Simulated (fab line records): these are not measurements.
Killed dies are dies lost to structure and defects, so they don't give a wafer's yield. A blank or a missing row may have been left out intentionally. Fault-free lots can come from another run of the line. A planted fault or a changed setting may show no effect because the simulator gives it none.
fab line records	flow n5Finfet
record: lots: 8	wafers: 24	lastDay: 19
route steps=1938 shown BEOL_M0_SAQP@674 BEOL_M4@1111 PASSIVATION@1936
lots untouched by any fault: they come from a run of this same line in which no faults occurred
startH: hours from the record's opening day to when the first of the lot's shown wafers began	waitH: time in hours since the lot's previous step	" same as the row above	L1.1+2: one row covering several wafers at once	- either no value or no given start	* or withheld: withheld	< > ~ a bound
route shown NAME@n: NAME is a module with steps in the file, n the number in the route of the first one	usual: mean/standard deviation of fault-free wafers	same: alike in all rows	chamber/n: place in a boat	sites: the reading at each site	_std_site: standard deviation of those values	_edge_site: outer sites' mean less inner sites'	radiusMm: for every site, how far away it sits from the centre of the wafer	mask NAME#n: copy n	behind: the last tool/chamber to shape the wafer	hold: the reason the lot was held/the length of the hold in hours/how it ended	device: the transistor (n, p or np) that didn't switch	end of line: tests run on the same wafers once the route is complete	a step with no rows: only its recipe	killed: the dies lost at the first sort to structure and to defects; this is not the yield of the wafer	map: the dies of a wafer, with x for killed, . for not killed, _ for no die there
set.NAME: the run value of the setting; set.NAME@STEP: its run value at that earlier step	model.NAME: the simulator's own value behind a step, which no gauge read
the route's steps for a sample of lots (tables are steps, rows are wafers)
services: from which hour (startH, from the record's first day; less than 0 if before it) a tool's chamber was out of use, for how many hours, and why
== steps ==
step: N5_BEOL_M0_SAQP_STRIP_108
recipe: chemistry: N2/H2	powerW: 500	tempC: 40	pressureMtorr: 50	rfFrequencyHz: 6e+07	overashFraction: 0.3	biasPowerW: 28	h2Frac: 0.5	n2FlowSccm: 300	h2FlowSccm: 300
usual: drypumpMotorCurrentA: 5.82/0.27	oesProductAu: 0.79/0.094	rfVppV: 122.0/1	showerheadPlenumPTorr: 3.38/0.094	throttleValvePct: 18.9/0.38
same: overashFraction: 0.3
lot.wafer	tool	chamber	startH	waitH	drypumpMotorCurrentA	oesProductAu	rfHoursCounterH	rfVppV	showerheadPlenumPTorr	throttleValvePct
L908.4	rieDiel-01	1	167.32	0.0	6.21	0.74	175	124.2	3.48	19.3
L908.5	"	3	"	"	5.56	0.72	-	121.4	3.33	18.8
L908.6	"	0	"	"	5.70	0.91	-	120.6	3.38	18.1
L909.2	rieDiel-01	2	174.66	0.0	5.64	0.91	33	120.3	3.28	18.8
L909.5	"	2	"	"	5.62	0.92	-	120.6	3.28	18.8
L909.6	"	3	"	"	5.60	0.71	-	122.9	3.33	18.8
L912.1	rieDiel-02	1	195.09	0.0	6.34	0.73	167	122.8	3.49	18.9
L912.2	"	0	"	"	5.86	0.72	179	120.5	3.20	18.9
L912.4	"	2	"	"	5.47	0.72	195	121.9	3.50	19.4
L914.1	rieDiel-02	0	210.69	0.0	5.84	0.72	184	119.6	3.20	18.9
L914.4	"	3	"	"	5.82	0.70	240	123.0	3.46	19.1
L914.6	"	0	"	"	5.85	0.71	-	120.2	3.20	18.9
L917.2	rieDiel-06	2	225.47	0.0	6.03	0.72	183	122.0	3.34	18.7
L917.3	"	3	"	"	5.92	0.90	17	120.9	3.31	19.3
L917.4	"	1	"	"	5.75	0.68	228	123.2	3.48	19.3
L918.2	rieDiel-06	1	230.04	0.0	5.74	0.68	229	123.7	3.48	19.3
L918.3	"	3	"	"	5.90	0.89	18	121.8	3.31	19.3
L918.4	"	0	"	"	5.86	0.88	37	121.7	3.29	18.8
L920.1	rieDiel-02	1	244.21	0.0	6.35	0.72	182	122.3	3.48	18.9
L920.2	"	3	"	"	5.84	0.69	250	123.6	3.45	19.1
L920.4	"	0	"	"	5.84	0.71	194	123.1	3.20	18.9
L921.3	rieDiel-01	2	247.99	0.0	5.65	0.89	45	122.9	3.27	18.8
L921.4	"	3	"	"	5.59	0.70	215	120.7	3.31	18.8
L921.5	"	3	"	"	5.60	0.69	-	121.3	3.31	18.9
step: N5_BEOL_M0_SAQP_ETCH_73
recipe: chemistry: CF4	target: SiARC	targetDepthA: 195	maskMaterial: CAR-EUV	timeS: 32.5	ionEnergyEv: 80	pressureMtorr: 40	sourceW: 545	biasW: 36	Ar_flow_sccm: 100	cf4FlowSccm: 100	ends: cleared
usual: biasW: 36.00/0.12	cf4FlowSccm: 100.0/0.33	drypumpMotorCurrentA: 5.81/0.27	etchRfOnTimeS: 32.3/0.8	oesProductAu: 0.66/0.077	rfVppV: 184.3/1.1	showerheadPlenumPTorr: 2.16/0.063	throttleValvePct: 15.66/0.24
lot.wafer	tool	chamber	startH	waitH	biasW	cf4FlowSccm	drypumpMotorCurrentA	etchRfOnTimeS	oesProductAu	rfHoursCounterH	rfVppV	showerheadPlenumPTorr	throttleValvePct
L908.4	rieDiel-01	3	168.87	0.0	35.77	100.0	5.55	33.4	0.60	187	184.1	2.13	15.47
L908.5	"	0	"	"	35.99	100.2	5.65	32.3	0.77	-	185.8	2.18	15.29
L908.6	"	1	"	"	36.11	99.7	6.21	33.0	0.63	-	184.2	2.22	16.06
L909.2	rieDiel-06	1	176.23	0.0	35.98	99.8	5.75	32.0	0.61	214	183.8	2.20	15.86
L909.5	"	3	"	"	36.06	99.8	5.86	31.1	0.82	-	183.8	2.11	15.68
L909.6	"	2	"	"	35.97	99.8	6.02	32.2	0.63	-	184.2	2.13	15.65
L912.1	rieDiel-06	0	196.64	0.0	36.12	100.0	5.84	33.7	0.75	26	183.3	2.10	15.38
L912.2	"	2	"	"	35.97	100.1	6.01	32.7	0.63	176	183.7	2.13	15.64
L912.4	"	3	"	"	35.77	99.6	5.89	31.3	0.81	8	185.1	2.11	15.70
L914.1	rieDiel-01	3	212.13	0.0	36.13	99.5	5.52	33.4	0.59	202	183.4	2.12	15.48
L914.4	"	3	"	"	36.18	100.0	5.52	33.3	0.59	-	184.1	2.12	15.49
L914.6	"	1	"	"	35.98	100.1	6.23	33.3	0.62	-	184.7	2.21	16.07
L917.2	rieDiel-06	1	227.03	0.0	36.07	99.7	5.75	32.1	0.59	228	183.6	2.20	15.90
L917.3	"	2	"	"	36.13	99.8	6.00	32.5	0.62	184	182.6	2.13	15.64
L917.4	"	0	"	"	36.04	100.2	5.86	33.3	0.75	36	183.9	2.09	15.38
L918.2	rieDiel-02	1	231.67	0.0	36.12	100.3	6.34	31.7	0.62	178	184.5	2.22	15.66
L918.3	"	0	"	"	35.93	100.0	5.84	32.4	0.60	190	181.7	2.03	15.67
L918.4	"	3	"	"	35.98	99.9	5.80	30.9	0.60	246	184.1	2.19	15.92
L920.1	rieDiel-01	0	246.02	0.0	36.15	99.9	5.65	32.1	0.75	65	185.1	2.17	15.33
L920.2	"	2	"	"	36.02	100.2	5.62	32.3	0.76	45	184.9	2.08	15.42
L920.4	"	1	"	"	36.03	99.5	6.25	33.0	0.61	202	184.8	2.21	16.11
L921.3	rieDiel-06	0	249.55	0.0	35.92	99.5	5.85	33.2	0.73	43	184.1	2.09	15.39
L921.4	"	3	"	"	36.05	99.9	5.90	31.0	0.77	24	182.5	2.10	15.72
L921.5	"	3	"	"	36.09	99.8	5.88	31.2	0.76	-	184.0	2.10	15.73
step: N5_BEOL_M0_SAQP_CUT_ETCH_46
recipe: chemistry: N2/H2	target: SOC	targetDepthA: 1350	overetchA: 270	tempC: 40	timeS: 202.5	ionEnergyEv: 200	maskMaterial: SiARC	pressureMtorr: 30	sourceW: 840	biasW: 150	n2FlowSccm: 200	h2FlowSccm: 200
usual: biasW: 150.0/0.43	chamberPressureMTorr: 30.001/0.027	drypumpMotorCurrentA: 5.81/0.27	rfVppV: 524.6/2.1	showerheadPlenumPTorr: 2.57/0.078	throttleValvePct: 17.9/0.31
lot.wafer	tool	chamber	startH	waitH	biasW	chamberPressureMTorr	drypumpMotorCurrentA	rfHoursCounterH	rfVppV	showerheadPlenumPTorr	throttleValvePct
L908.4	rieDiel-01	3	168.90	0.0	-	-	-	-	-	-	-
L908.5	"	0	"	"	-	-	-	-	-	-	-
L908.6	"	1	"	"	-	-	-	-	-	-	-
L909.2	rieDiel-06	1	176.26	0.0	-	-	-	-	-	-	-
L909.5	"	3	"	"	-	-	-	-	-	-	-
L909.6	"	2	"	"	-	-	-	-	-	-	-
L912.1	rieDiel-06	0	196.68	0.0	150.2	30.006	5.88	26	522.1	2.49	17.7
L912.2	"	2	"	"	149.7	30.000	5.99	176	523.4	2.54	17.8
L912.4	"	3	"	"	150.0	30.042	5.90	8	523.0	2.50	18.0
L914.1	rieDiel-01	3	212.16	0.0	150.0	30.042	5.59	202	523.5	2.51	17.6
L914.4	"	3	"	"	149.6	29.980	5.57	-	523.4	2.51	17.6
L914.6	"	1	"	"	149.8	29.988	6.28	-	526.3	2.63	18.3
L917.2	rieDiel-06	1	227.06	0.0	149.5	29.976	5.73	228	527.2	2.64	18.1
L917.3	"	2	"	"	150.5	29.993	6.00	184	523.1	2.53	17.8
L917.4	"	0	"	"	149.8	30.004	5.89	36	523.2	2.49	17.7
L918.2	rieDiel-02	1	231.70	0.0	149.8	30.022	6.32	178	525.5	2.64	17.8
L918.3	"	0	"	"	149.6	30.016	5.81	190	520.6	2.42	17.9
L918.4	"	3	"	"	150.2	29.953	5.82	246	525.3	2.62	18.1
L920.1	rieDiel-01	0	246.06	0.0	150.5	30.020	5.70	65	523.4	2.55	17.3
L920.2	"	2	"	"	150.2	30.006	5.64	45	522.7	2.48	17.7
L920.4	"	1	"	"	149.1	30.032	6.23	202	526.0	2.63	18.3
L921.3	rieDiel-06	0	249.58	0.0	150.5	29.980	5.84	43	522.0	2.48	17.7
L921.4	"	3	"	"	149.1	30.012	5.91	24	522.3	2.50	18.0
L921.5	"	3	"	"	149.4	29.982	5.92	-	522.2	2.50	18.0
step: N5_BEOL_M0_SAQP_ALD_48
recipe: material: SiO2	targetThkA: 200	tempC: 100	aldPrecursorFamily: BDEAS	aldCoReactant: O2-plasma	pulseTimeS: 1	coReactantPulseTimeS: 1	purgeTimeS: 2	coReactantPurgeTimeS: 2	aldCycles: 139	pressureTorr: 2
usual: heaterPowerW: 81/6	precursorPulseHeightRel: 1.001/0.019	susceptorTempC: 99.99/0.12
lot.wafer	tool	chamber	startH	waitH	heaterPowerW	precursorPulseHeightRel	susceptorTempC
L908.4	aldSin-04	1	169.36	0.3	80	1.001	100.11
L908.5	"	0	"	"	85	1.006	100.20
L908.6	"	3	"	"	91	0.946	99.99
L909.2	aldSin-03	0	176.46	0.0	84	1.011	99.81
L909.5	"	1	"	"	79	1.030	100.03
L909.6	"	0	"	"	81	1.028	99.98
L912.1	aldSin-01	3	197.12	0.3	71	1.000	99.86
L912.2	"	0	"	"	73	0.980	100.01
L912.4	"	2	"	"	74	1.034	100.02
L914.1	aldSin-04	3	212.38	0.1	92	0.993	99.97
L914.4	"	2	"	"	87	0.965	100.04
L914.6	"	0	"	"	85	1.008	99.92
L917.2	aldSin-03	1	227.26	0.0	82	0.990	100.19
L917.3	"	3	"	"	82	1.019	100.05
L917.4	"	0	"	"	84	1.026	99.99
L918.2	aldSin-04	3	231.97	0.1	89	0.985	100.22
L918.3	"	0	"	"	86	1.005	99.97
L918.4	"	2	"	"	86	1.008	100.06
L920.1	aldSin-01	2	246.26	0.0	75	1.026	100.09
L920.2	"	1	"	"	83	0.976	99.82
L920.4	"	3	"	"	70	0.995	100.08
L921.3	aldSin-03	1	249.78	0.0	81	1.012	99.94
L921.4	"	2	"	"	89	1.004	100.13
L921.5	"	0	"	"	83	0.982	99.96
step: N5_BEOL_M4_RC_MEAS_101
usual: DIBL_N: 35.3/1.8	DIBL_P: 35.2/2.2	IOFF_N: 0.144/0.029	IOFF_P: 0.19/0.031	ION_N: 670/12	ION_P: 460/7.6	SS_N: 71.2/0.62	SS_P: 73.0/0.69	VT_N: 251/3.4	VT_P: -251.4/2.6
lot.wafer	tool	chamber	startH	waitH	DIBL_N[mV/V]	DIBL_P[mV/V]	IOFF_N[nA/um]	IOFF_P[nA/um]	ION_N[uA/um]	ION_P[uA/um]	SS_N[mV/dec]	SS_P[mV/dec]	VT_N[mV]	VT_P[mV]
L912.1	prober-01	0	277.36	0.0	35.1	34.1	0.134	0.17	676	463	71.4	71.9	252	-254.0
L912.2	"	0	"	"	37.0	36.3	0.153	0.19	673	455	71.4	73.8	250	-255.1
L912.4	"	0	"	"	37.7	36.9	0.171	0.19	674	457	72.1	73.1	247	-252.8
L918.2	prober-02	0	309.54	0.2	34.2	33.7	0.142	0.19	685	470	70.9	72.5	250	-249.0
L918.3	"	0	"	"	32.6	31.2	0.108	0.16	667	460	71.0	72.6	253	-253.1
L918.4	"	0	"	"	33.4	32.4	0.120	0.18	684	474	70.9	72.9	254	-249.8
L914.1	prober-02	0	315.18	0.0	35.6	36.8	0.138	0.20	676	467	71.4	73.2	252	-252.4
L914.4	"	0	"	"	34.3	33.9	0.111	0.16	669	466	71.0	72.4	255	-254.0
L914.6	"	0	"	"	36.8	37.6	0.154	0.21	672	458	71.3	73.4	252	-252.4
L917.2	prober-01	0	315.85	0.5	35.2	35.2	0.151	0.20	655	453	72.2	73.2	251	-252.5
L917.3	"	0	"	"	36.2	36.5	0.167	0.22	669	463	72.6	73.1	248	-248.8
L917.4	"	0	"	"	37.1	38.4	0.194	0.26	677	463	71.3	73.8	246	-247.0
L920.1	prober-01	0	324.31	0.0	35.8	35.3	0.138	0.20	668	456	71.2	73.1	250	-249.3
L920.2	"	0	"	"	37.0	37.5	0.159	0.23	661	460	71.6	72.8	250	-248.0
L920.4	"	0	"	"	33.9	33.2	0.114	0.16	651	450	70.2	72.4	254	-253.4
L921.3	prober-01	0	341.91	0.3	35.6	34.8	0.137	0.18	667	456	71.4	73.4	254	-254.8
L921.4	"	0	"	"	40.4	40.9	0.234	0.28	680	461	73.2	74.8	244	-247.3
L921.5	"	0	"	"	37.9	37.7	0.171	0.23	670	460	72.4	74.4	247	-250.3
step: N5_PASSIVATION_PROBE_49
usual: defectLimitedYield: 91.0/1.4	killed_at_M0_to_M3: 36/10	killed_at_M4_up: 15/5	killedAtContacts: 12/6.1	killedAtFrontEnd: 40/13	killedAtOther: 3.8/2.9	killedDies: 106/16	killedOnRim: 14/4.1	killedOpen: 68/12	killedShort: 35/8.2	sort_bin_5_function: 5.2/0.9	sort_bin_6_memory: 3.4/0.71	sortNPass: 1073/17	sortYieldPct: 91.0/1.5
same: grossDies: 1180	killedAtBackSide: 0	sort_bin_4_leakage[%]: 0	sort_bin_8_speed[%]: 0
lot.wafer	tool	chamber	startH	waitH	defectLimitedYield[%]	killed_at_M0_to_M3	killed_at_M4_up	killedAtContacts	killedAtFrontEnd	killedAtOther	killedDies	killedOnRim	killedOpen	killedShort	sort_bin_5_function[%]	sort_bin_6_memory[%]	sortNPass	sortYieldPct[%]
L908.4	prober-02	-	364.57	0.2	0	1134	7	14	24	1	1180	152	53	27	97.8	1.9	0	0
L908.5	prober-02	-	364.62	0.2	0	1119	22	13	22	4	1180	152	62	27	96.9	2.7	0	0
L908.6	prober-02	-	364.67	0.3	0	1117	15	18	28	2	1180	152	69	38	95.6	3.7	0	0
L909.2	prober-02	-	376.82	0.1	0	1137	5	12	24	2	1180	152	49	23	98.0	1.9	0	0
L909.5	prober-02	-	376.97	0.2	0	1103	22	18	35	2	1180	152	68	46	95.6	3.9	0	0
L909.6	prober-02	-	377.02	0.3	0	1130	14	4	32	0	1180	152	62	38	96.9	2.5	0	0
L914.1	prober-01	-	433.00	0.3	88.8	56	19	10	47	0	132	17	83	46	6.2	4.7	1048	88.8
L914.4	prober-01	-	433.15	0.4	90.8	52	14	11	24	7	108	16	71	31	5.8	3.1	1072	90.8
L914.6	prober-01	-	433.25	0.5	91.8	28	20	11	36	2	97	12	60	33	5.6	2.4	1083	91.8
killed by level:class
L908.4 BEOL_M0_SAQP:areaEtch=1100 MOL_CONTACT_COAG:geometricParticle:open=10 BEOL_M2:geometricParticle:open=9 BEOL_M0_SAQP:geometricParticle:open=7 FIN_SAQP:geometricParticle:short=6 BEOL_M0_SAQP:geometricParticle:short=6 BEOL_M1:geometricParticle:open=5 FIN_SAQP:geometricParticle:open=4
L908.5 BEOL_M0_SAQP:areaEtch=1089 MOL_CONTACT_COAG:geometricParticle:open=9 STI_FIN_REVEAL:geometricParticle:open=7 BEOL_M0_SAQP:geometricParticle:short=7 BEOL_M1:geometricParticle:open=7 BEOL_M4:geometricParticle:open=7 BEOL_M0_SAQP:geometricParticle:open=5 BEOL_M2:geometricParticle:open=5
L908.6 BEOL_M0_SAQP:areaEtch=1073 MOL_CONTACT_COAG:geometricParticle:open=15 BEOL_M1:geometricParticle:open=9 BEOL_M2:geometricParticle:open=9 BEOL_M4:geometricParticle:open=9 STI_FIN_REVEAL:geometricParticle:open=8 FIN_SAQP:geometricParticle:short=7 BEOL_M3:geometricParticle:short=6
L909.2 BEOL_M0_SAQP:areaEtch=1107 BEOL_M0_SAQP:geometricParticle:open=13 MOL_CONTACT_COAG:geometricParticle:open=11 BEOL_M0_SAQP:geometricParticle:short=8 DUMMY_GATE:geometricParticle:open=5 GATE_CUT:geometricParticle:short=4 BEOL_M4:geometricParticle:open=4 STI_FIN_REVEAL:geometricParticle:open=3
L909.5 BEOL_M0_SAQP:areaEtch=1063 BEOL_M0_SAQP:geometricParticle:open=14 MOL_CONTACT_COAG:geometricParticle:open=13 BEOL_M0_SAQP:geometricParticle:short=12 BEOL_M5:geometricParticle:open=10 GATE_CUT:geometricParticle:short=8 BEOL_M3:geometricParticle:open=7 BEOL_M5:geometricParticle:short=6
L909.6 BEOL_M0_SAQP:areaEtch=1078 BEOL_M0_SAQP:geometricParticle:short=15 BEOL_M3:geometricParticle:open=15 BEOL_M0_SAQP:geometricParticle:open=12 GATE_CUT:geometricParticle:short=9 STI_FIN_REVEAL:geometricParticle:open=6 FIN_SAQP:geometricParticle:open=4 BEOL_M2:geometricParticle:open=4
L914.1 BEOL_M3:geometricParticle:open=17 FIN_SAQP:geometricParticle:short=11 BEOL_M0_SAQP:geometricParticle:short=11 FIN_SAQP:geometricParticle:open=10 MOL_CONTACT_COAG:geometricParticle:open=10 DUMMY_GATE:geometricParticle:open=8 BEOL_M2:geometricParticle:open=8 GATE_CUT:geometricParticle:short=7
L914.4 BEOL_M2:geometricParticle:open=16 BEOL_M0_SAQP:geometricParticle:open=12 MOL_CONTACT_COAG:geometricParticle:open=10 BEOL_M0_SAQP:geometricParticle:short=9 FIN_SAQP:geometricParticle:short=5 BEOL_M3:geometricParticle:open=5 BEOL_M1:geometricParticle:open=3 BEOL_M4:geometricParticle:short=3
L914.6 BEOL_M4:geometricParticle:open=11 GATE_CUT:geometricParticle:short=10 MOL_CONTACT_COAG:geometricParticle:open=9 BEOL_M1:geometricParticle:open=7 FIN_SAQP:geometricParticle:short=6 BEOL_M0_SAQP:geometricParticle:open=6 BEOL_M3:geometricParticle:open=6 FIN_SAQP:geometricParticle:open=5
== services ==
tool	chamber	startH	hours	kind
aldSin-04	2	159.43	13.7	repair
aldSin-03	-	170.87	0.7	repair
rieDiel-02	-	174.85	0.5	repair
rieDiel-01	2	175.04	8.4	repair
rieDiel-02	1	176.31	7.1	repair
aldSin-01	-	176.88	14.0	pm
aldSin-01	0	176.88	14.0	ventCycle
aldSin-01	1	176.88	14.0	ventCycle
aldSin-01	2	176.88	14.0	ventCycle
aldSin-01	3	176.88	14.0	ventCycle
rieDiel-02	0	177.64	1.8	repair
aldSin-01	0	190.88	-	clean
aldSin-01	1	190.88	-	clean
aldSin-01	2	190.88	-	clean
aldSin-01	3	190.88	-	clean
rieDiel-01	2	193.75	29.0	repair
rieDiel-02	3	245.46	-	clean
rieDiel-02	3	245.46	-	consumableReplace:esc
rieDiel-02	3	245.46	-	consumableReplace:focusRing
rieDiel-02	3	245.46	23.3	scheduledDown
rieDiel-02	3	245.46	23.3	ventCycle
== key ==
firstSign: step: N5_BEOL_M0_SAQP_CUT_ETCH_46	reading: toolRecord	direction: missing
effect: step: N5_PASSIVATION_PROBE_49	reading: killed_at_M0_to_M3	direction: up	sigmas: 99+	usual: 36	struck: 1123
moreKillsBornAt: N5_BEOL_M0_SAQP_CUT_ETCH_46@rieDiel-01: 3262	N5_BEOL_M0_SAQP_CUT_ETCH_46@rieDiel-06: 3248
metAt N5_BEOL_M0_SAQP_CUT_ETCH_46
struckLots L908,L909
laterRowsLeftOut L908.4,L908.5,L908.6,L909.2,L909.5,L909.6
notActingAt N5_BEOL_M0_SAQP_STRIP_108,N5_BEOL_M0_SAQP_ETCH_73,N5_BEOL_M0_SAQP_ALD_48
fault: kind: skippedStepWhole	tool: rieDiel-01,rieDiel-06	chamber: -	onsetH: 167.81	steps: N5_BEOL_M0_SAQP_CUT_ETCH_46	scope: struckLotsOnly
laterRowsLeftOut: the simulator's readings of these wafers behind a module that went badly wrong aren't trusted and aren't shown, but for the sort
